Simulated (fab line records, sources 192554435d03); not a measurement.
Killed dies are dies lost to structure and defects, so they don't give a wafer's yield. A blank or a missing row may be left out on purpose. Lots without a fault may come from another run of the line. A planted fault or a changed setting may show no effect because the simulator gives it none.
fab line records | flow n5_finfet
record lots=11 wafers=30 last_day=17
route steps=1938 shown BEOL_M0@737 BEOL_M1@753 BEOL_M4@1111 PASSIVATION@1936
lots that met no fault: from a run of the same line without faults
start_h: hours from the record's first day to the start of the lot's first wafer shown | wait_h: hours since the lot's step before | " the same as in the row above | L1.1+2: a row that stands for several wafers | - no value, or no start given | * or withheld: withheld | < > ~ a bound
route shown NAME@n: a module of which the file shows steps, and the number in the route of the first | usual: mean/standard deviation of fault-free wafers | same: alike in all rows | chamber/n: place in a boat | sites: the reading at each site | _std_site: their standard deviation | _edge_site: outer sites' mean less inner sites' | radius_mm: how far each site lies from the wafer's centre | mask NAME#n: copy n | behind: the tool/chamber that last shaped the wafer | hold: why the lot was held/for how many hours/how that ended | device: the transistor (n, p or np) that didn't switch | end of line: the same wafers' tests at the end of the route | a step without rows: its recipe alone | killed: dies lost to structure and defects at the first sort, not the wafer's yield | map: a wafer's dies, x killed, . not, _ none there
set.NAME: the setting as run; set.NAME@STEP: as run at that earlier step | model.NAME: the simulator's own value behind a step, which no gauge read
steps of the route over a sample of lots; a table a step, a row a wafer
services: from which hour (start_h, from the record's first day; less than 0 if before it) a tool's chamber was out of use, for how many hours, and why
## steps
# step N5_BEOL_M0_ANNEAL_133
# recipe temp_c=400 time_s=60 ambient=vacuum
# usual heater_power_w=858/87
# columns lot.wafer tool chamber start_h wait_h heater_power_w
L463.4 pvd_sputter-01 - 121.67 0.0 884
L463.5 " - " " 966
L463.6 " - " " 859
L466.1 pvd_sputter-01 - 133.40 0.0 832
L466.3 " - " " 881
L466.5 " - " " 951
L467.2 pvd_sputter-01 - 138.64 0.0 925
L467.4 " - " " 870
L467.5 " - " " 962
L468.1 pvd_sputter-01 - 150.01 0.0 868
L468.2 " - " " 971
L468.6 " - " " 966
L470.3 pvd_sputter-01 - 162.80 0.0 849
L470.4 " - " " 852
L470.5 " - " " 955
L472.1 pvd_sputter-02 - 176.55 0.0 1003
L472.5 " - " " 790
L472.6 " - " " 820
L474.1 pvd_sputter-03 - 183.95 0.0 790
L474.2 " - " " 967
L474.6 " - " " 781
L475.3 pvd_sputter-02 - 193.82 0.0 997
L475.4 " - " " 777
L475.5 " - " " 688
L481.2 pvd_sputter-03 - 228.67 0.0 809
L481.6 " - " " 810
L482.4 pvd_sputter-01 - 230.97 0.0 859
L482.6 " - " " 864
L483.2 pvd_sputter-03 - 233.92 0.0 811
L483.6 " - " " 821
# step N5_BEOL_M0_SPUTTER_134
# recipe material=Cu target_thk_a=40 temp_c=-20 chamber_pressure_pa=0.07 power_w=withheld time_s=7.37
# usual chamber_pressure_pa=0.07/0.00015 substrate_temp_c=-20.01/0.1 throttle_valve_pct=30.4/1
# columns lot.wafer tool chamber start_h wait_h chamber_pressure_pa substrate_temp_c throttle_valve_pct
L463.4 pvd_sputter-01 - 121.71 0.0 0.06956 -19.94 31.1
L463.5 " - " " 0.07001 -20.08 31.6
L463.6 " - " " 0.06986 -20.07 31.0
L466.1 pvd_sputter-01 - 133.44 0.0 0.06993 -19.81 31.4
L466.3 " - " " 0.06989 -20.16 31.1
L466.5 " - " " 0.06994 -20.09 29.5
L467.2 pvd_sputter-01 - 138.68 0.0 0.07001 -20.10 29.6
L467.4 " - " " 0.07031 -19.89 31.3
L467.5 " - " " 0.07028 -19.98 29.3
L468.1 pvd_sputter-01 - 150.05 0.0 0.07002 -19.85 31.5
L468.2 " - " " 0.06984 -19.95 31.4
L468.6 " - " " 0.06975 -20.00 31.5
L470.3 pvd_sputter-01 - 162.84 0.0 0.07016 -19.91 31.1
L470.4 " - " " 0.07011 -20.05 31.4
L470.5 " - " " 0.0701 -20.13 29.2
L472.1 pvd_sputter-02 - 176.59 0.0 0.07001 -19.83 28.0
L472.5 " - " " 0.07009 -20.09 29.5
L472.6 " - " " 0.06992 -19.99 29.5
L474.1 pvd_sputter-03 - 183.99 0.0 0.07016 -20.21 29.4
L474.2 " - " " 0.07018 -20.21 30.4
L474.6 " - " " 0.06991 -19.80 31.0
L475.3 pvd_sputter-02 - 193.86 0.0 0.07015 -19.99 28.4
L475.4 " - " " 0.06997 -20.16 29.5
L475.5 " - " " 0.06991 -19.99 30.0
L481.2 pvd_sputter-03 - 228.71 0.0 0.07007 -20.14 29.7
L481.6 " - " " 0.07018 -19.82 29.2
L482.4 pvd_sputter-01 - 231.01 0.0 0.06999 -19.97 31.0
L482.6 " - " " 0.06999 -20.09 31.1
L483.2 pvd_sputter-03 - 233.96 0.0 0.06977 -19.92 31.0
L483.6 " - " " 0.07004 -19.92 29.4
# step N5_BEOL_M0_CO_CAP_123
# recipe material=Co target_thk_a=20 temp_c=200 precursor=CCTBA/H2 pressure_torr=30 time_s=102.1
# usual heater_power_w=219/18 run_length_s=124.9/0.51
# columns lot.wafer tool chamber start_h wait_h heater_power_w run_length_s
L463.4 cvd_co-01 2 122.97 0.1 196 124.4
L463.5 " 0 " " 219 124.7
L463.6 " 2 " " 195 125.2
L466.1 cvd_co-02 2 134.66 0.0 216 124.8
L466.3 " 1 " " 251 125.4
L466.5 " 0 " " 233 125.1
L467.2 cvd_co-01 1 141.07 0.0 213 125.7
L467.4 " 1 " " 221 125.7
L467.5 " 2 " " 193 125.2
L468.1 cvd_co-02 0 151.04 0.0 233 124.6
L468.2 " 1 " " 255 125.5
L468.6 " 2 " " 224 125.3
L470.3 cvd_co-01 1 163.83 0.0 220 125.6
L470.4 " 1 " " 217 125.5
L470.5 " 0 " " 216 124.0
L472.1 cvd_co-02 0 178.12 0.0 233 125.3
L472.5 " 0 " " 235 125.1
L472.6 " 1 " " 255 125.0
L474.1 cvd_co-01 2 184.98 0.0 195 124.6
L474.2 " 1 " " 214 125.4
L474.6 " 1 " " 215 125.5
L475.3 cvd_co-02 2 194.85 0.0 219 125.0
L475.4 " 2 " " 225 124.6
L475.5 " 0 " " 236 125.1
L481.2 cvd_co-01 1 230.26 0.0 222 100.2
L481.6 " 2 " " 192 99.3
L482.4 cvd_co-01 1 232.16 0.0 212 125.8
L482.6 " 2 " " 195 99.0
L483.2 cvd_co-01 0 234.94 0.0 223 98.7
L483.6 " 2 " " 196 99.7
# step N5_BEOL_M1_PECVD_72
# recipe material=SiO2 target_thk_a=160 temp_c=400 precursor=TEOS/O2 pressure_torr=5.5 rf_w=450 teos_flow_sccm=53.8 gas=O2 flow_sccm=3000 time_s=18
# usual heater_power_w=730/93 showerhead_plenum_p_Torr=8.80/0.056 throttle_valve_pct=22.6/1
# columns lot.wafer tool chamber start_h wait_h heater_power_w showerhead_plenum_p_Torr throttle_valve_pct
L463.4 pecvd-03 0 123.34 0.1 827 8.81 21.8
L463.5 " 2 " " 656 8.76 24.0
L463.6 " 1 " " 921 8.80 22.8
L466.1 pecvd-03 1 135.04 0.0 932 8.81 23.0
L466.3 " 2 " " 617 8.77 23.8
L466.5 " 2 " " 633 8.79 23.8
L467.2 pecvd-02 2 141.45 0.0 765 8.80 21.2
L467.4 " 0 " " 743 8.83 21.6
L467.5 " 1 " " 576 8.77 23.0
L468.1 pecvd-03 2 151.39 0.0 657 8.79 23.6
L468.2 " 1 " " 755 8.84 23.1
L468.6 " 0 " " 732 8.80 22.0
L470.3 pecvd-02 2 164.19 0.0 770 8.77 21.1
L470.4 " 1 " " 612 8.76 22.6
L470.5 " 2 " " 761 8.78 21.3
L472.1 pecvd-03 1 178.47 0.0 917 8.83 22.9
L472.5 " 2 " " 654 8.77 23.6
L472.6 " 0 " " 749 8.83 22.2
L474.1 pecvd-04 0 185.34 0.0 708 8.93 23.1
L474.2 " 2 " " 648 8.89 22.5
L474.6 " 1 " " 699 8.67 25.0
L475.3 pecvd-02 2 195.20 0.0 663 8.75 21.3
L475.4 " 2 " " 664 8.77 21.0
L475.5 " 0 " " 849 8.81 21.4
L481.2 pecvd-03 0 230.65 0.0 797 8.83 22.2
L481.6 " 0 " " 782 8.82 22.1
L482.4 pecvd-03 1 232.52 0.1 896 8.84 23.0
L482.6 " 0 " " 808 8.81 22.1
L483.2 pecvd-04 0 235.35 0.0 672 8.93 23.1
L483.6 " 0 " " 670 8.92 23.1
# step N5_BEOL_M4_RC_MEAS_101
# usual DIBL_N=36.7/1.8 DIBL_P=37.0/2.4 IOFF_N=0.17/0.036 IOFF_P=0.22/0.042 ION_N=673/12 ION_P=462/8.5 SS_N=71.7/0.62 SS_P=73.4/0.65 VT_N=250/3.7 VT_P=-250/3.7
# columns lot.wafer tool chamber start_h wait_h DIBL_N[mV/V] DIBL_P[mV/V] IOFF_N[nA/um] IOFF_P[nA/um] ION_N[uA/um] ION_P[uA/um] SS_N[mV/dec] SS_P[mV/dec] VT_N[mV] VT_P[mV]
L463.4 prober-01 0 190.83 0.5 38.0 39.7 0.19 0.24 682 462 72.3 73.6 247 -250
L463.5 " 0 " " 36.5 37.5 0.16 0.20 676 460 71.0 73.5 250 -252
L463.6 " 0 " " 37.5 39.1 0.18 0.23 678 458 71.5 74.0 248 -251
L468.1 prober-01 0 204.56 0.0 37.7 38.4 0.17 0.21 670 455 72.2 73.5 251 -253
L468.2 " 0 " " 34.6 34.7 0.13 0.16 671 456 71.1 72.0 252 -255
L468.6 " 0 " " 35.9 35.1 0.14 0.17 655 447 71.1 73.6 252 -254
L466.1 prober-02 0 211.89 0.0 38.2 38.0 0.18 0.24 671 462 72.3 73.9 249 -246
L466.3 " 0 " " 35.4 34.7 0.13 0.20 674 470 71.2 72.7 253 -248
L466.5 " 0 " " 36.1 35.7 0.15 0.21 661 462 71.0 72.8 250 -251
L467.2 prober-02 0 214.95 0.2 34.1 34.9 0.11 0.15 642 447 71.1 73.3 257 -253
L467.4 " 0 " " 36.1 36.7 0.13 0.18 654 443 71.3 72.7 257 -252
L467.5 " 0 " " 33.6 34.7 0.11 0.15 647 446 70.5 72.5 256 -255
L470.3 prober-02 0 224.45 0.3 36.2 37.7 0.16 0.22 675 471 71.6 73.5 249 -246
L470.4 " 0 " " 33.3 33.2 0.12 0.17 663 460 71.1 72.6 254 -251
L470.5 " 0 " " 37.4 38.6 0.18 0.25 677 468 72.3 73.3 248 -248
L474.1 prober-02 0 237.03 0.0 37.4 38.1 0.18 0.23 675 459 71.5 74.1 248 -251
L474.2 " 0 " " 36.3 37.3 0.16 0.23 687 471 71.8 73.4 249 -250
L474.6 " 0 " " 37.2 36.4 0.16 0.21 689 470 71.9 73.1 248 -250
L472.1 prober-01 0 237.71 0.0 35.9 35.9 0.17 0.25 683 479 71.0 72.7 246 -243
L472.5 " 0 " " 35.4 35.4 0.15 0.24 667 470 72.1 72.2 250 -244
L472.6 " 0 " " 37.8 37.7 0.20 0.29 672 474 71.9 73.1 245 -243
L475.3 prober-01 0 262.71 0.3 36.3 38.6 0.17 0.25 680 468 71.7 74.3 246 -247
L475.4 " 0 " " 31.7 31.5 0.10 0.15 651 457 69.3 72.0 256 -250
L475.5 " 0 " " 38.1 40.0 0.20 0.28 668 464 72.6 74.5 248 -248
L481.2 prober-02 0 287.12 0.2 38.5 35.5 0.19 0.22 677 463 73.4 73.6 249 -246
L481.6 " 0 " " 35.7 33.9 0.16 0.20 686 471 71.4 72.8 250 -249
L483.2 prober-01 0 300.70 0.2 37.6 36.2 0.17 0.22 675 459 71.5 73.6 249 -252
L483.6 " 0 " " 32.1 30.0 0.10 0.14 662 456 70.7 72.4 256 -255
L482.4 prober-02 0 301.19 0.5 38.3 37.9 0.18 0.22 678 469 72.0 73.0 247 -251
L482.6 " 0 " " 39.1 38.4 0.19 0.22 690 464 72.5 73.6 247 -251
# step N5_PASSIVATION_PROBE_49
# usual defect_limited_yield=91.1/1.4 killed_at_M0_to_M3=32/9.3 killed_at_M4_up=13/5.8 killed_at_contacts=12/6.3 killed_at_front_end=44/12 killed_at_other=3.6/2.7 killed_dies=104/17 killed_open=69/13 killed_short=34/6.9 sort_bin_5_function=5.2/0.98 sort_bin_6_memory=3.3/0.59 sort_bin_8_speed=0.01/0.039 sort_n_pass=1075/17 sort_yield_pct=91.1/1.4
# same gross_dies=1180 killed_at_back_side=0 sort_bin_4_leakage[%]=0
# columns lot.wafer tool chamber start_h wait_h defect_limited_yield[%] killed_at_M0_to_M3 killed_at_M4_up killed_at_contacts killed_at_front_end killed_at_other killed_dies killed_open killed_short sort_bin_5_function[%] sort_bin_6_memory[%] sort_bin_8_speed[%] sort_n_pass sort_yield_pct[%]
L463.4 prober-01 - 288.09 0.2 90.2 35 11 10 54 6 116 64 43 5.9 3.1 0 1064 90.2
L463.5 prober-01 - 288.14 0.2 91.7 26 5 13 53 1 98 62 35 5.3 2.8 0 1082 91.7
L463.6 prober-01 - 288.19 0.3 91.7 39 12 11 32 4 98 70 28 4.7 3.5 0 1082 91.7
L468.1 prober-01 - 307.96 0.0 90.3 25 12 15 57 6 115 78 36 5.8 3.6 0 1065 90.3
L468.2 prober-01 - 308.01 0.1 92.8 18 8 6 52 1 85 62 22 4.2 2.9 0 1095 92.8
L468.6 prober-01 - 308.21 0.3 88.6 30 11 13 76 4 134 88 46 7.5 3.5 0 1046 88.6
L466.1 prober-02 - 318.92 0.0 92.1 32 14 4 38 5 93 56 35 4.2 3.1 0 1087 92.1
L466.3 prober-02 - 319.02 0.1 92.6 36 13 9 24 5 87 65 22 5.0 2.2 0 1093 92.6
L466.5 prober-02 - 319.12 0.2 92.8 27 9 7 40 2 85 50 34 4.4 2.5 0 1095 92.8
L467.2 prober-01 - 332.41 0.1 90.7 27 28 8 44 3 110 62 48 5.7 3.2 0 1070 90.7
L467.4 prober-01 - 332.51 0.2 93.9 24 9 5 34 0 72 50 20 3.1 2.8 0.08 1107 93.8
L467.5 prober-01 - 332.56 0.2 89.9 28 22 7 60 2 119 71 44 5.8 3.6 0 1061 89.9
L470.3 prober-01 - 332.76 0.1 92.8 37 6 5 32 5 85 59 24 4.3 2.8 0 1095 92.8
L470.4 prober-01 - 332.81 0.2 90.7 38 13 6 43 10 110 69 36 5.6 3.3 0 1070 90.7
L470.5 prober-01 - 332.86 0.2 94.0 29 2 5 22 13 71 47 24 3.4 2.3 0 1109 94.0
L472.1 prober-02 - 340.32 0.0 91.0 44 12 8 40 2 106 63 43 5.4 3.1 0 1074 91.0
L472.5 prober-02 - 340.52 0.2 91.8 39 5 21 30 2 97 55 42 5.0 2.9 0 1083 91.8
L472.6 prober-02 - 340.57 0.3 91.5 41 11 11 35 2 100 55 45 4.1 3.6 0 1080 91.5
L474.1 prober-02 - 351.28 0.0 91.5 24 21 13 42 0 100 63 37 5.3 3.0 0 1080 91.5
L474.2 prober-02 - 351.33 0.1 91.1 39 9 15 42 0 105 64 41 4.9 3.6 0 1075 91.1
L474.6 prober-02 - 351.53 0.3 92.4 41 4 4 37 4 90 56 34 4.6 2.9 0 1090 92.4
L475.3 prober-02 - 360.90 0.1 92.3 34 25 9 23 0 91 53 36 4.8 2.6 0 1089 92.3
L475.4 prober-02 - 360.95 0.2 92.0 29 17 8 39 1 94 58 35 5.0 2.8 0 1086 92.0
L475.5 prober-02 - 361.00 0.2 89.9 35 22 5 56 1 119 78 39 5.7 4.2 0 1061 89.9
L481.2 prober-01 - 392.20 0.1 92.1 33 11 14 30 5 93 63 30 4.4 3.2 0 1087 92.1
L481.6 prober-01 - 392.40 0.3 88.7 43 17 14 57 2 133 94 39 6.7 4.3 0 1047 88.7
L482.4 prober-02 - 396.33 0.2 92.0 26 7 10 44 7 94 62 31 4.0 3.6 0 1086 92.0
L482.6 prober-02 - 396.43 0.3 91.0 37 8 11 40 10 106 74 32 6.1 2.6 0 1074 91.0
L483.6 prober-01 - 419.02 0.3 93.8 18 7 12 33 3 73 51 21 3.6 2.4 0 1107 93.8
# killed by level:class
L463.4 FIN_SAQP:geometric_particle:open=14 BEOL_M0_SAQP:geometric_particle:short=10 MOL_CONTACT_COAG:geometric_particle:open=8 BEOL_M0_SAQP:geometric_particle:open=8 STI_FIN_REVEAL:geometric_particle:open=7 GATE_CUT:geometric_particle:short=7 FIN_SAQP:geometric_particle:short=6 BEOL_M1:geometric_particle:open=6
L463.5 FIN_SAQP:geometric_particle:short=18 FIN_SAQP:geometric_particle:open=14 BEOL_M1:geometric_particle:open=9 MOL_CONTACT_COAG:geometric_particle:open=9 STI_FIN_REVEAL:geometric_particle:open=6 BEOL_M0_SAQP:geometric_particle:open=6 STARTING-WAFER:geometric_particle:open=5 MOL_CONTACT_COAG:geometric_particle:short=4
L463.6 FIN_SAQP:geometric_particle:open=13 MOL_CONTACT_COAG:geometric_particle:open=10 BEOL_M1:geometric_particle:open=9 FIN_SAQP:geometric_particle:short=8 BEOL_M3:geometric_particle:open=6 BEOL_M0_SAQP:geometric_particle:open=5 BEOL_M0:geometric_particle:open=5 BEOL_M1:geometric_particle:short=4
L468.1 STI_FIN_REVEAL:geometric_particle:open=32 MOL_CONTACT_COAG:geometric_particle:open=11 STI_FIN_REVEAL:geometric_particle:short=9 BEOL_M0_SAQP:geometric_particle:open=7 BEOL_M2:geometric_particle:open=7 BEOL_M0_SAQP:geometric_particle:short=6 GATE_CUT:geometric_particle:short=4 MOL_CONTACT_COAG:geometric_particle:short=4
L468.2 STI_FIN_REVEAL:geometric_particle:open=17 GATE_CUT:geometric_particle:short=7 GATE_CUT:geometric_particle:open=7 MOL_CONTACT_COAG:geometric_particle:open=6 BEOL_M0:geometric_particle:open=5 BEOL_M2:geometric_particle:open=5 FIN_SAQP:geometric_particle:short=4 DUMMY_GATE:geometric_particle:open=4
L468.6 STI_FIN_REVEAL:geometric_particle:open=27 GATE_CUT:geometric_particle:short=12 BEOL_M2:geometric_particle:open=10 MOL_CONTACT_COAG:geometric_particle:open=8 GATE_CUT:geometric_particle:open=7 BEOL_M0_SAQP:geometric_particle:short=6 FIN_SAQP:geometric_particle:short=5 FIN_SAQP:geometric_particle:open=5
L466.1 FIN_SAQP:geometric_particle:short=10 FIN_SAQP:geometric_particle:open=9 BEOL_M3:geometric_particle:open=9 BEOL_M0_SAQP:geometric_particle:short=8 STI_FIN_REVEAL:geometric_particle:open=6 BEOL_M0_SAQP:geometric_particle:open=4 BEOL_M1:geometric_particle:open=4 BEOL_M5:geometric_particle:open=4
L466.3 BEOL_M0_SAQP:geometric_particle:short=9 BEOL_M3:geometric_particle:open=8 BEOL_M2:geometric_particle:open=7 MOL_CONTACT_COAG:geometric_particle:open=6 BEOL_M1:geometric_particle:open=6 BEOL_M6:geometric_particle:open=5 ILD0:geometric_particle:open=5 BEOL_M0_SAQP:geometric_particle:open=5
L466.5 BEOL_M2:geometric_particle:open=9 FIN_SAQP:geometric_particle:short=8 STI_FIN_REVEAL:geometric_particle:open=8 MOL_CONTACT_COAG:geometric_particle:open=6 GATE_CUT:geometric_particle:short=5 BEOL_M3:geometric_particle:open=5 DUMMY_GATE:geometric_particle:open=4 BEOL_M1:geometric_particle:open=4
L467.2 BEOL_M4:geometric_particle:open=16 FIN_SAQP:geometric_particle:short=14 FIN_SAQP:geometric_particle:open=8 BEOL_M2:geometric_particle:open=6 DUMMY_GATE:geometric_particle:open=5 BEOL_M3:geometric_particle:open=4 MOL_CONTACT_COAG:geometric_particle:open=4 MOL_CONTACT_COAG:geometric_particle:short=4
L467.4 BEOL_M2:geometric_particle:open=8 STI_FIN_REVEAL:geometric_particle:open=7 DUMMY_GATE:geometric_particle:open=7 BEOL_M1:geometric_particle:open=6 FIN_SAQP:geometric_particle:open=5 FIN_SAQP:geometric_particle:short=4 MOL_CONTACT_COAG:geometric_particle:open=4 GATE_CUT:geometric_particle:short=3
L467.5 FIN_SAQP:geometric_particle:short=15 FIN_SAQP:geometric_particle:open=12 STI_FIN_REVEAL:geometric_particle:open=10 BEOL_M2:geometric_particle:open=8 BEOL_M1:geometric_particle:open=7 BEOL_M4:geometric_particle:open=6 BEOL_M5:geometric_particle:open=6 DUMMY_GATE:geometric_particle:open=5
L470.3 BEOL_M3:geometric_particle:open=12 STI_FIN_REVEAL:geometric_particle:open=10 BEOL_M1:geometric_particle:open=10 DUMMY_GATE:geometric_particle:open=5 BEOL_M3:geometric_particle:short=5 FIN_SAQP:geometric_particle:open=3 SPACER0:geometric_particle:short=3 MOL_CONTACT_COAG:geometric_particle:open=3
L470.4 STI_FIN_REVEAL:geometric_particle:open=10 DUMMY_GATE:geometric_particle:open=10 BEOL_M1:geometric_particle:open=6 BEOL_M2:geometric_particle:open=6 BEOL_M3:geometric_particle:open=6 MOL_CONTACT_COAG:geometric_particle:open=5 BEOL_M0:geometric_particle:open=5 MIM_TOP_ETCH:geometric_particle:short=5
L470.5 BEOL_M1:geometric_particle:open=10 BEOL_M3:geometric_particle:open=9 DUMMY_GATE:geometric_particle:open=4 GATE_CUT:geometric_particle:short=4 MIM_TOP_ETCH:geometric_particle:open=4 MOL_CONTACT_COAG:geometric_particle:open=3 BEOL_M2:geometric_particle:open=3 STARTING-WAFER:geometric_particle:short=3
L472.1 FIN_SAQP:geometric_particle:open=15 BEOL_M0_SAQP:geometric_particle:short=13 FIN_SAQP:geometric_particle:short=8 MOL_CONTACT_COAG:geometric_particle:open=7 BEOL_M0_SAQP:geometric_particle:open=6 BEOL_M2:geometric_particle:open=5 STI_FIN_REVEAL:geometric_particle:open=5 BEOL_M1:geometric_particle:open=5
L472.5 MOL_CONTACT_COAG:geometric_particle:open=16 BEOL_M0_SAQP:geometric_particle:open=14 BEOL_M0_SAQP:geometric_particle:short=11 FIN_SAQP:geometric_particle:short=10 MOL_CONTACT_COAG:geometric_particle:short=5 GATE_CUT:geometric_particle:short=4 BEOL_M1:geometric_particle:open=4 STI_FIN_REVEAL:geometric_particle:open=3
L472.6 FIN_SAQP:geometric_particle:short=13 BEOL_M0_SAQP:geometric_particle:open=10 BEOL_M0_SAQP:geometric_particle:short=8 MOL_CONTACT_COAG:geometric_particle:open=6 BEOL_M2:geometric_particle:open=6 BEOL_M3:geometric_particle:open=6 FIN_SAQP:geometric_particle:open=5 MOL_CONTACT_COAG:geometric_particle:short=5
L474.1 DUMMY_GATE:geometric_particle:open=11 MOL_CONTACT_COAG:geometric_particle:open=10 GATE_CUT:geometric_particle:short=7 BEOL_M3:geometric_particle:open=6 BEOL_M4:geometric_particle:open=6 FIN_SAQP:geometric_particle:short=5 BEOL_M0_SAQP:geometric_particle:open=5 FIN_SAQP:geometric_particle:open=4
L474.2 FIN_SAQP:geometric_particle:short=19 MOL_CONTACT_COAG:geometric_particle:open=14 BEOL_M0_SAQP:geometric_particle:open=13 BEOL_M0_SAQP:geometric_particle:short=10 FIN_SAQP:geometric_particle:open=8 BEOL_M3:geometric_particle:open=6 BEOL_M1:geometric_particle:open=5 DUMMY_GATE:geometric_particle:open=4
L474.6 BEOL_M3:geometric_particle:open=11 BEOL_M2:geometric_particle:open=10 SPACER0:geometric_particle:short=7 BEOL_M0_SAQP:geometric_particle:open=7 BEOL_M0_SAQP:geometric_particle:short=6 FIN_SAQP:geometric_particle:short=5 FIN_SAQP:geometric_particle:open=4 DUMMY_GATE:geometric_particle:open=4
L475.3 BEOL_M4:geometric_particle:open=14 BEOL_M0_SAQP:geometric_particle:short=11 MOL_CONTACT_COAG:geometric_particle:open=7 BEOL_M0_SAQP:geometric_particle:open=7 BEOL_M2:geometric_particle:open=6 FIN_SAQP:geometric_particle:open=5 STI_FIN_REVEAL:geometric_particle:open=5 BEOL_M2:geometric_particle:short=5
L475.4 FIN_SAQP:geometric_particle:short=14 FIN_SAQP:geometric_particle:open=10 BEOL_M4:geometric_particle:open=10 BEOL_M0_SAQP:geometric_particle:open=8 STI_FIN_REVEAL:geometric_particle:open=7 MOL_CONTACT_COAG:geometric_particle:open=6 BEOL_M2:geometric_particle:open=6 BEOL_M0_SAQP:geometric_particle:short=4
L475.5 FIN_SAQP:geometric_particle:open=19 BEOL_M1:geometric_particle:short=10 FIN_SAQP:geometric_particle:short=9 STI_FIN_REVEAL:geometric_particle:open=9 BEOL_M0_SAQP:geometric_particle:open=9 BEOL_M4:geometric_particle:open=9 DUMMY_GATE:geometric_particle:open=5 BEOL_M2:geometric_particle:open=5
L481.2 BEOL_M3:geometric_particle:open=12 MOL_CONTACT_COAG:geometric_particle:open=11 FIN_SAQP:geometric_particle:open=7 FIN_SAQP:geometric_particle:short=6 BEOL_M0_SAQP:geometric_particle:short=6 DUMMY_GATE:geometric_particle:open=5 BEOL_M0_SAQP:geometric_particle:open=4 BEOL_M2:geometric_particle:open=4
L481.6 FIN_SAQP:geometric_particle:open=13 BEOL_M0_SAQP:geometric_particle:short=11 MOL_CONTACT_COAG:geometric_particle:open=10 BEOL_M4:geometric_particle:open=10 STI_FIN_REVEAL:geometric_particle:open=9 BEOL_M0_SAQP:geometric_particle:open=9 DUMMY_GATE:geometric_particle:open=7 BEOL_M3:geometric_particle:open=7
L482.4 FIN_SAQP:geometric_particle:open=10 FIN_SAQP:geometric_particle:short=9 MOL_CONTACT_COAG:geometric_particle:open=9 BEOL_M2:geometric_particle:open=7 DUMMY_GATE:geometric_particle:open=5 BEOL_M0_SAQP:geometric_particle:open=5 BEOL_M3:geometric_particle:open=4 PAD_METAL:geometric_particle:short=4
L482.6 DUMMY_GATE:geometric_particle:open=12 MOL_CONTACT_COAG:geometric_particle:open=10 BEOL_M3:geometric_particle:open=10 FIN_SAQP:geometric_particle:open=7 BEOL_M2:geometric_particle:open=5 BEOL_M0_SAQP:geometric_particle:open=5 STI_FIN_REVEAL:geometric_particle:open=4 BEOL_M0:geometric_particle:short=4
L483.6 FIN_SAQP:geometric_particle:open=11 MOL_CONTACT_COAG:geometric_particle:open=11 FIN_SAQP:geometric_particle:short=5 BEOL_M0:geometric_particle:open=4 BEOL_M4:geometric_particle:open=4 ILD0:geometric_particle:short=3 BEOL_M2:geometric_particle:open=3 BEOL_M3:geometric_particle:open=3
## services
# columns tool chamber start_h hours kind
pvd_sputter-01 - 103.02 8.4 repair
pecvd-02 - 105.74 2.8 pm
cvd_co-01 1 114.67 - clean
cvd_co-01 1 114.67 22.0 scheduled_down
cvd_co-01 1 114.67 22.0 vent_cycle
pvd_sputter-01 - 119.50 1.5 repair
pecvd-03 - 127.47 1.0 repair
cvd_co-01 0 127.72 16.8 repair
pecvd-03 1 129.55 5.0 scheduled_down
pecvd-04 - 134.90 3.0 repair
pecvd-02 1 148.43 2.9 repair
cvd_co-02 - 157.45 0.8 repair
pecvd-02 - 175.95 0.5 repair
pecvd-03 0 179.86 2.1 scheduled_down
pecvd-03 0 183.21 5.5 scheduled_down
cvd_co-01 0 186.88 23.8 repair
pecvd-03 - 196.68 14.6 pm
pecvd-04 - 205.95 1.2 repair
pecvd-03 2 211.28 - clean
pecvd-03 2 211.28 - consumable_replace:showerhead
pecvd-03 2 211.28 29.0 scheduled_down
pecvd-03 2 211.28 29.0 vent_cycle
pecvd-03 1 213.11 - calibration
cvd_co-02 - 222.41 14.6 pm
## key
first_sign step=N5_BEOL_M0_CO_CAP_123 reading=run_length_s direction=down sigmas=50 usual=* struck=*
effect none on later readings
met_at N5_BEOL_M0_CO_CAP_123
struck_lots L481,L482,L483
struck_wafers L481.2,L481.6,L482.6,L483.2,L483.6
not_acting_at N5_BEOL_M0_ANNEAL_133,N5_BEOL_M0_SPUTTER_134,N5_BEOL_M1_PECVD_72
onset_between 184.98 230.26
fault kind=process_parameter_drift tool=cvd_co-01 chamber=- onset_h=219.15 steps=N5_BEOL_M0_CO_CAP_123 channel=time_s offset=* shape=step end_h=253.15 scope=struck_wafers_only acts_in=* stated=*
